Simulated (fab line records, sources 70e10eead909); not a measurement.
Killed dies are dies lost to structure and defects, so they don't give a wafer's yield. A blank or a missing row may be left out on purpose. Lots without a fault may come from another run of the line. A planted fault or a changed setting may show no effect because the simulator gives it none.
Chamber matching | flow nand_harc | NHARC_A_BONDPAD_CMP_29 on cmp-04: 4 sister chambers
The step polishes SiCN, target thk 200 nm. 14 wafers are shown with their chamber, then 7 later ones without.

WAFERS WITH THEIR CHAMBER
wafer  | chamber | motor_current_A (A)
L080.1 | 0       | 13.2
L080.2 | 3       | 11.3
L080.3 | 2       | 10.5
L084.1 | 2       | 10.8
L084.3 | 0       | 12.5
L084.4 | 1       | 11.5
L087.1 | 3       | 11.4
L087.3 | 2       | 10.8
L087.4 | 1       | 11.4
L088.3 | 0       | 12.9
L088.4 | 1       | 11.7
L088.6 | 3       | 11.4
L089.1 | 1       | 11.1
L089.2 | 2       | 11.0

SIGNATURES (means of the wafers above)
reading         | chamber 0 | chamber 1 | chamber 2 | chamber 3 | scatter within a chamber
motor_current_A | 12.867    | 11.425    | 10.775    | 11.367    | 0.238
Rule: a wafer's distance from a chamber is the root of the sum, over the readings, of the square of ((its reading less the chamber's mean) divided by the reading's scatter). The wafer belongs to the nearest chamber; if the next one is less than 2 further off, it can't be placed. The scatter: the root of (the sum of the squares of (reading less its chamber's mean) over the shown wafers, divided by (wafers less chambers)).

WAFERS WITHOUT THEIR CHAMBER
wafer  | motor_current_A (A)
L089.6 | 10.6
L090.3 | 10.3
L090.4 | 12.4
L090.5 | 11.9
L094.1 | 10.6
L094.4 | 11.8
L094.6 | 10.9

WHICH CHAMBER EACH WENT THROUGH
wafer  | from the rows above          | in truth
L089.6 | 2                            | 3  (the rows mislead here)
L090.3 | 2                            | 2
L090.4 | 0                            | 0
L090.5 | can't be placed: 1 or 3      | 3
L094.1 | 2                            | 2
L094.4 | can't be placed: 1 or 3      | 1
L094.6 | can't be placed: 2 or 3 or 1 | 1
Placed correctly: 3 of 7. Can't be placed from these rows: 3 (the true chamber is among the candidates in 3). Placed wrongly: 1.
